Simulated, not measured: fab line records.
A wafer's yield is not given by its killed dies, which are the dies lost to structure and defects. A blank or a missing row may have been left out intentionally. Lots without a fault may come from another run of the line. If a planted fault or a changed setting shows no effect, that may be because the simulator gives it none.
Which tool was responsible?    flow nand harc    12 lots with 36 wafers sampled at 4 steps, on a route of 1159 steps

## WHAT EACH GAUGE READ, for each wafer
NHARC_A_M0_THK_MEAS_24: measures by xrf.
lot   measured      on             thk nm (nm)
L078  day 18 02:35  film metro-02  113.5 114.2 113.0
L076  day 18 06:05  film metro-02  113.8 114.7 112.5
L079  day 18 23:38  film metro-02  115.7 116.2 115.3
L080  day 19 12:05  film metro-01  113.5 112.3 112.8
L084  day 20 09:48  film metro-02  111.3 113.4 114.7
L088  day 21 12:45  film metro-01  112.3 112.9 112.8
L087  day 21 22:07  film metro-01  113.6 113.6 114.0
L090  day 22 03:44  film metro-02  114.4 113.4 115.3
L091  day 22 11:07  film metro-02  111.9 113.0 112.8
L092  day 22 23:11  film metro-02  113.6 115.1 113.5
L094  day 23 02:31  film metro-01  113.3 115.7 115.1
L096  day 23 08:11  film metro-01  113.1 112.4 112.4

## TOOL THAT RAN EACH LOT (tool first, then ch and the chambers of the sampled wafers, then the start)
lot   NHARC_A_CONTACT_ETCH_110            NHARC_A_BLC_ETCH_18                            NHARC_A_M0_ETCH_15
L078  rie diel-04 ch 0,2,3, day 17 12:29  rie diel-09 ch 2,3, day 18 02:35 or earlier    rie diel-10 ch 2,3, day 18 02:35 or earlier
L076  rie diel-11 ch 0,1,3, day 17 20:35  rie diel-02 ch 0,2,3, day 18 06:05 or earlier  rie diel-10 ch 1,3, day 18 06:05 or earlier
L079  rie diel-03 ch 2,3, day 18 10:50    rie diel-05 ch 0,1, day 18 23:38 or earlier    rie diel-10 ch 0,2, day 18 23:38 or earlier
L080  rie diel-11 ch 0,1,3, day 19 02:32  rie diel-05 ch 0,2,3, day 19 12:05 or earlier  rie diel-10 ch 0,1,2, day 19 12:05 or earlier
L084  rie diel-11 ch 0,2,3, day 19 12:54  rie diel-02 ch 0,2,3, day 20 09:48 or earlier  rie diel-10 ch 0,1,3, day 20 09:48 or earlier
L088  rie diel-03 ch 0,1,3, day 20 20:08  rie diel-02 ch 0,3, day 21 12:45 or earlier    rie diel-10 ch 0,2,3, day 21 12:45 or earlier
L087  rie diel-03 ch 1,2, day 21 00:59    rie diel-02 ch 1,2, day 21 22:07 or earlier    rie diel-13 ch 2,3, day 21 22:07 or earlier
L090  rie diel-03 ch 1,2, day 21 14:53    rie diel-02 ch 0,2,3, day 22 03:44 or earlier  rie diel-13 ch 1,3, day 22 03:44 or earlier
L091  rie diel-11 ch 1,2, day 22 01:50    rie diel-09 ch 1,3, day 22 11:07 or earlier    rie diel-13 ch 0,2,3, day 22 11:07 or earlier
L092  rie diel-03 ch 0,3, day 22 09:57    rie diel-09 ch 2,3, day 22 23:11 or earlier    rie diel-10 ch 1,2, day 22 23:11 or earlier
L094  rie diel-11 ch 0,1,2, day 22 12:19  rie diel-02 ch 0,3, day 23 02:31 or earlier    rie diel-08 ch 1,3, day 23 02:31 or earlier
L096  rie diel-03 ch 0,3, day 22 19:17    rie diel-05 ch 0,1,2, day 23 08:11 or earlier  rie diel-13 ch 1,3, day 23 08:11 or earlier
- NHARC_A_CONTACT_ETCH_110: etches the open film in CF4/O2, target depth 50 nm, overetch 5 nm, time 27.5 s.
- NHARC_A_BLC_ETCH_18: etches the open film in C4F8/O2/Ar, target depth 910 nm.
- NHARC_A_M0_ETCH_15: etches the open film in C4F8/Ar, target depth 150 nm, overetch 15 nm, time 82.5 s.

## THE ANSWER, worked out from the rows above alone
Rule: the lots themselves supply what counts as usual. The widest of any qualifying gaps counts: lots, ordered by their means at a reading, are off when they make up no more than a third of the lots, leave a main group of 4 or more, and stand apart from it by 3 or more times the standard deviation of that group's means. A main group whose means are all the same, to the digits that the tables above print for the reading, isn't used. Also off: a lot with no number at a reading for which 4 or more lots have one. Where the step has rows for the other lots, those lots are counted as sound.
Across all readings shown, no lot is off: no conclusion can be drawn from this.

## WHAT THE SIMULATOR PUT IN
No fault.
